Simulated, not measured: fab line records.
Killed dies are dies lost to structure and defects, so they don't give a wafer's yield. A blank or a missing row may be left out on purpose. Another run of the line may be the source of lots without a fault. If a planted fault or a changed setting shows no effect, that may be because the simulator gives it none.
Which tool did it? :: flow nand harc :: 7 lots, 21 wafers sampled, at 5 steps of a route of 1302

## WHAT EACH GAUGE READ, for each wafer
NHARC_END_SORT_01.
lot: L492
measured: day 29 18:42
on: prober-01
killed at array: 120 115 126

## TOOL THAT RAN EACH LOT (tool first, then ch and the chambers of the sampled wafers, then the start)
lot: L481
NHARC_A_ONON_D2_DEP_22: pecvd onon-04 ch 0, day 13 10:14
NHARC_THIN_TSV_PRE_CLEAN_50: pvd sputter-02, day 24 10:52 or earlier
NHARC_THIN_TSV_ANNEAL_52: rtp anneal-01 ch 0, day 24 10:52
NHARC_THIN_TSV_PRE_CLEAN_54: pvd sputter-02, day 24 11:46

lot: L483
NHARC_A_ONON_D2_DEP_22: pecvd onon-02 ch 0, day 14 06:25
NHARC_THIN_TSV_PRE_CLEAN_50: pvd sputter-02, day 25 13:15 or earlier
NHARC_THIN_TSV_ANNEAL_52: rtp anneal-01 ch 0, day 25 13:15
NHARC_THIN_TSV_PRE_CLEAN_54: pvd sputter-02, day 25 14:09

lot: L492
NHARC_A_ONON_D2_DEP_22: pecvd onon-04 ch 0, day 17 18:26
NHARC_THIN_TSV_PRE_CLEAN_50: pvd sputter-03, day 29 07:38 or earlier
NHARC_THIN_TSV_ANNEAL_52: rtp anneal-02 ch 0, day 29 07:38
NHARC_THIN_TSV_PRE_CLEAN_54: pvd sputter-03, day 29 08:31

lot: L495
NHARC_A_ONON_D2_DEP_22: pecvd onon-02 ch 0, day 19 08:19
NHARC_THIN_TSV_PRE_CLEAN_50: pvd sputter-02, day 30 04:47 or earlier
NHARC_THIN_TSV_ANNEAL_52: rtp anneal-01 ch 0, day 30 04:47
NHARC_THIN_TSV_PRE_CLEAN_54: pvd sputter-03, day 30 05:37

lot: L499
NHARC_A_ONON_D2_DEP_22: pecvd onon-04 ch 0, day 20 16:07
NHARC_THIN_TSV_PRE_CLEAN_50: pvd sputter-02, day 32 18:17 or earlier
NHARC_THIN_TSV_ANNEAL_52: rtp anneal-01 ch 0, day 32 18:17
NHARC_THIN_TSV_PRE_CLEAN_54: pvd sputter-02, day 32 19:02

lot: L501
NHARC_A_ONON_D2_DEP_22: pecvd onon-03 ch 0, day 21 17:07
NHARC_THIN_TSV_PRE_CLEAN_50: pvd sputter-01, day 32 15:40 or earlier
NHARC_THIN_TSV_ANNEAL_52: rtp anneal-01 ch 0, day 32 15:40
NHARC_THIN_TSV_PRE_CLEAN_54: pvd sputter-03, day 32 16:26

lot: L503
NHARC_A_ONON_D2_DEP_22: pecvd onon-02 ch 0, day 22 11:04
NHARC_THIN_TSV_PRE_CLEAN_50: pvd sputter-01, day 33 06:31 or earlier
NHARC_THIN_TSV_ANNEAL_52: rtp anneal-01 ch 0, day 33 06:31
NHARC_THIN_TSV_PRE_CLEAN_54: pvd sputter-01, day 33 07:18
- NHARC_A_ONON_D2_DEP_22: target thk 1000 nm.
- NHARC_THIN_TSV_PRE_CLEAN_50: time 30 s.
- NHARC_THIN_TSV_ANNEAL_52: time 90 s.
- NHARC_THIN_TSV_PRE_CLEAN_54: time 30 s.

## THE ANSWER, worked out from the rows above alone
Rule: what is usual is taken from the lots themselves. The widest of any qualifying gaps counts: lots, ordered by their means at a reading, are off when they make up no more than a third of the lots, leave a main group of 4 or more, and stand apart from it by 3 or more times the standard deviation of that group's means. The tables above print the reading to a certain number of digits; a main group whose means all agree to those digits is not used. A lot without any number at a reading at which 4 lots or more have one is off too. Any other lot the step has rows for is counted as sound.
Across all readings shown, no lot is off: no conclusion can be drawn from this.

## WHAT THE SIMULATOR PUT IN
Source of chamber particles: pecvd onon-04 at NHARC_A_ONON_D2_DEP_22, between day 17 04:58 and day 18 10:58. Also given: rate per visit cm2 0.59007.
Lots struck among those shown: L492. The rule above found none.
